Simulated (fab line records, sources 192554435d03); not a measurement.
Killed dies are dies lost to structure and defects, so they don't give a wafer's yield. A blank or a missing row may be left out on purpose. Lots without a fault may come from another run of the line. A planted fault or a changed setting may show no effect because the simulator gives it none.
Chamber matching | flow n5_finfet | N5_BEOL_M10_PECVD_70 on pecvd-01: 3 sister chambers
The step deposits SiO2 from TEOS/O2, target thk 20 nm, time 22.7 s. 6 wafers are shown with their chamber, then 10 later ones without.

WAFERS WITH THEIR CHAMBER
wafer  | chamber | throttle_valve_pct (%) | heater_power_w (W)
L086.4 | 0       | 22.0                   | 726
L086.6 | 2       | 21.2                   | 847
L087.4 | 1       | 22.8                   | 644
L087.6 | 2       | 21.0                   | 932
L089.2 | 1       | 22.7                   | 665
L089.4 | 0       | 22.3                   | 732

WAFERS WITHOUT THEIR CHAMBER
wafer  | throttle_valve_pct (%) | heater_power_w (W)
L089.6 | 22.6                   | 681
L090.2 | 22.7                   | 661
L090.3 | 22.2                   | 634
L090.6 | 21.2                   | 784
L091.1 | 22.0                   | 738
L091.3 | 20.8                   | 885
L091.6 | 21.1                   | 901
L092.2 | 22.1                   | 716
L092.4 | 22.1                   | 685
L092.5 | 21.1                   | 945

WHICH CHAMBER EACH WENT THROUGH
wafer  | from the rows above     | in truth
L089.6 | 1                       | 1
L090.2 | 1                       | 1
L090.3 | can't be placed: 0 or 1 | 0
L090.6 | 2                       | 2
L091.1 | 0                       | 0
L091.3 | 2                       | 2
L091.6 | 2                       | 2
L092.2 | 0                       | 0
L092.4 | 0                       | 0
L092.5 | 2                       | 2
Placed correctly: 9 of 10. Can't be placed from these rows: 1 (the true chamber is among the candidates in 1). Placed wrongly: 0.
How it was worked out, from the rows above alone: a wafer's distance from a chamber is the root of the sum, over the readings, of the square of ((its reading less the chamber's mean) divided by the reading's scatter). The wafer belongs to the nearest chamber; if the next one is less than 2 further off, it can't be placed. A chamber's mean is the mean of its shown wafers. The scatter: the root of (the sum of the squares of (reading less its chamber's mean) over the shown wafers, divided by (wafers less chambers)).
